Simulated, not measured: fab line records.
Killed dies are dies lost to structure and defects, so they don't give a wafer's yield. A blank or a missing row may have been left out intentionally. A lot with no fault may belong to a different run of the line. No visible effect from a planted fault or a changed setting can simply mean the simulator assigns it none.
Chamber matching / flow n5 finfet / ald sin-03 running N5_BEOL_M1_ALD_98: 4 sister chambers
The step deposits SiO2, target thk 2.5 nm, pulse time 1 s, co reactant pulse time 1 s. 16 wafers are shown with their chamber, then 8 later ones without.

WAFERS, EACH WITH ITS CHAMBER
wafer=L075.2; chamber=2; heater power w (W)=73; precursor pulse height rel=1.016
wafer=L075.3; chamber=1; heater power w (W)=75; precursor pulse height rel=0.968
wafer=L075.5; chamber=0; heater power w (W)=75; precursor pulse height rel=0.984
wafer=L076.3; chamber=0; heater power w (W)=77; precursor pulse height rel=0.991
wafer=L076.5; chamber=2; heater power w (W)=71; precursor pulse height rel=1.018
wafer=L076.6; chamber=1; heater power w (W)=77; precursor pulse height rel=0.970
wafer=L077.1; chamber=1; heater power w (W)=75; precursor pulse height rel=1.039
wafer=L077.4; chamber=3; heater power w (W)=79; precursor pulse height rel=1.002
wafer=L077.5; chamber=2; heater power w (W)=73; precursor pulse height rel=0.970
wafer=L083.1; chamber=1; heater power w (W)=77; precursor pulse height rel=0.984
wafer=L083.3; chamber=2; heater power w (W)=72; precursor pulse height rel=1.008
wafer=L083.4; chamber=2; heater power w (W)=73; precursor pulse height rel=0.998
wafer=L093.1; chamber=1; heater power w (W)=77; precursor pulse height rel=0.984
wafer=L093.2; chamber=2; heater power w (W)=73; precursor pulse height rel=1.002
wafer=L093.5; chamber=2; heater power w (W)=71; precursor pulse height rel=1.030
wafer=L095.1; chamber=2; heater power w (W)=73; precursor pulse height rel=0.972

SIGNATURES (means of the wafers above)
reading=heater power w; chamber 0=76.00; chamber 1=76.20; chamber 2=72.38; chamber 3=79.00; scatter within a chamber=1.03
reading=precursor pulse height rel; chamber 0=0.98750; chamber 1=0.98900; chamber 2=1.00175; chamber 3=1.00200; scatter within a chamber=0.0234
Rule: a wafer lies at a distance from a chamber equal to the root of the sum of squares, over the readings, of (its reading less the chamber's mean, divided by the reading's scatter). If the next closest chamber is less than 2 further off than the closest, the wafer can't be placed; otherwise it belongs to the closest. The scatter: take each reading less its chamber's mean, square it, sum over the shown wafers, divide by the number of wafers less the number of chambers, and take the root.

WAFERS WITH NO CHAMBER GIVEN
wafer=L095.3; heater power w (W)=81; precursor pulse height rel=1.014
wafer=L095.4; heater power w (W)=76; precursor pulse height rel=1.007
wafer=L096.2; heater power w (W)=76; precursor pulse height rel=0.971
wafer=L096.3; heater power w (W)=74; precursor pulse height rel=0.983
wafer=L096.6; heater power w (W)=74; precursor pulse height rel=0.976
wafer=L097.3; heater power w (W)=74; precursor pulse height rel=0.968
wafer=L097.5; heater power w (W)=77; precursor pulse height rel=0.993
wafer=L097.6; heater power w (W)=83; precursor pulse height rel=1.008

WHICH CHAMBER EACH ONE RAN IN
wafer=L095.3; from the rows above=3; in truth=3
wafer=L095.4; from the rows above=can't be placed: 1 or 0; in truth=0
wafer=L096.2; from the rows above=can't be placed: 0 or 1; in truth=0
wafer=L096.3; from the rows above=can't be placed: 2 or 0 or 1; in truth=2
wafer=L096.6; from the rows above=can't be placed: 2 or 0 or 1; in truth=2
wafer=L097.3; from the rows above=can't be placed: 0 or 2 or 1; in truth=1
wafer=L097.5; from the rows above=can't be placed: 1 or 0 or 3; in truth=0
wafer=L097.6; from the rows above=3; in truth=3
2 of 8 placed correctly. These rows do not allow placing 6 (true chamber among the candidates in 6). Placed wrongly: 0.
